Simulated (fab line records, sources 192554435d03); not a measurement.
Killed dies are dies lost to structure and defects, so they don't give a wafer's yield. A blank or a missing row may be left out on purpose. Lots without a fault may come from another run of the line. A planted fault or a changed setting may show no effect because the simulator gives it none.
A struck lot beside a sound one | flow n5_finfet | 20 steps out of a route of 1938
Sound: wafers L873.2, L873.4, L873.6. Struck: wafers L869.4, L869.5, L869.6. The cause comes at the end.
At each step with rows: each side's tool, then ch and its chambers, then its first start. Under that, the readings that differ: sound wafers | struck wafers | difference of the means | sigmas: that difference in standard deviations of wafers without a fault.
alike: readings whose means differ by less than 2 such deviations, and words and numbers that are the same on both sides. not compared: withheld readings, readings that some wafer has no value for, bounds like >300 that may hide the same value, and numbers for which the record gives no deviation and whose values overlap.
The two part at a step that has a row with sigmas, a row that says differs or no value, or rows on one side only. Numbers that don't overlap but have no deviation are shown without sigmas and don't part them. A reading that every wafer of one side lacks parts them only if that side has two wafers or more.

first, 8 steps without rows for these wafers: N5_BEOL_M14_DESCUM_15 (chemistry O2, time 7.9 s); N5_BEOL_M14_ETCH_59 (etches BARC in N2/H2, target depth 89 nm, overetch 26.7 nm, time 67.9 s); N5_BEOL_M14_VIA_ETCH_16 (etches SiO2 in C4F8/O2/Ar, target depth 1231.3 nm); N5_BEOL_M14_STRIP_63 (strips in O2); N5_BEOL_M14_STRIP_64 (strips in O2); N5_BEOL_M14_STRIP_71 (strips in post etch residue remover, time 60 s); N5_BEOL_M14_SRD_72 (time 30 s, dry time 30 s); N5_BEOL_M14_COAT_65 (time 60 s, resist thk 450 nm).
N5_BEOL_M14_COAT_66: time 60 s, resist thk 110 nm.
  sound on litho_track-03 ch 0, day 17 08:13; struck on litho_track-02 ch 0, day 15 09:06
  reading                                     | sound                | struck               | difference | sigmas
  spin_speed_rpm (rpm)                        | 1499.6 1500.3 1500.2 | 1371.0 1370.7 1372.3 | -128.7     | -99 or more
  model.SiARC_of_BEOL_M14_COAT_66.thk_nm (nm) | 109.6 110 109.4      | 115 115 115.2        | +5         |
  alike: chill_plate_temp_C
then, 8 steps without rows for these wafers: N5_BEOL_M14_COAT_22 (resist thk 300 nm); N5_BEOL_M14_EBR_24; N5_BEOL_M14_SOFTBAKE_23 (time 60 s); N5_BEOL_M14_EXPOSE_25 (exposes mask M14, target cd 280 nm); N5_BEOL_M14_PEB_26 (peb time 90 s); N5_BEOL_M14_DEVELOP_27 (develop time 45 s); N5_BEOL_M14_HARDBAKE_32 (time 120 s); N5_BEOL_M14_DESCUM_33 (chemistry O2, time 7.9 s).
N5_BEOL_M14_ETCH_67: etches SiARC in CF4, target depth 143 nm, time 238.3 s.
  sound on rie_diel-05 ch 1,2, day 17 08:55; struck on rie_diel-04 ch 0,3, day 15 09:31
  reading                                    | sound             | struck            | difference | sigmas
  etch_rf_on_time_s (s)                      | 231 230 232       | 252 243 252       | +18        | +3
  model.etch.depth_nm (nm)                   | 109.7 109.9 109.5 | 115 115 115.2     | +5         |
  model.coat_of_BEOL_M14_COAT_22.thk_nm (nm) | 212 212 211.6     | 209.4 207.6 207.4 | -3.7       |
  alike: chamber_pressure_mTorr, drypump_motor_current_A, oes_product_au, rf_vpp_V, showerhead_plenum_p_Torr, throttle_valve_pct
  not compared: rf_hours_counter_h
N5_BEOL_M14_ETCH_68: etches SOC in N2/H2, time 450 s.
  sound on rie_diel-05 ch 1,2, day 17 09:04; struck on rie_diel-04 ch 0,3, day 15 09:39
  reading                                     | sound          | struck         | difference | sigmas
  model.SiARC_of_BEOL_M14_COAT_66.thk_nm (nm) | 64.6 64.8 63.6 | 69.8 70.8 69.8 | +5.8       |
  alike: chamber_pressure_mTorr, drypump_motor_current_A, n2_flow_sccm, oes_product_au, rf_vpp_V, showerhead_plenum_p_Torr, throttle_valve_pct
  not compared: rf_hours_counter_h
then, 1 step without rows for these wafers: N5_BEOL_M14_STRIP_69 (strips in N2/H2).

WHERE THEY PART
First at N5_BEOL_M14_COAT_66; last, within this record, at N5_BEOL_M14_ETCH_67. Later steps at which nothing parts them and some readings are alike: N5_BEOL_M14_ETCH_68.

WHY: what the simulator had put in
Process parameter drift: litho_track-02, from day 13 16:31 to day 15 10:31, at N5_BEOL_M14_COAT_66. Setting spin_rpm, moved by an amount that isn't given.
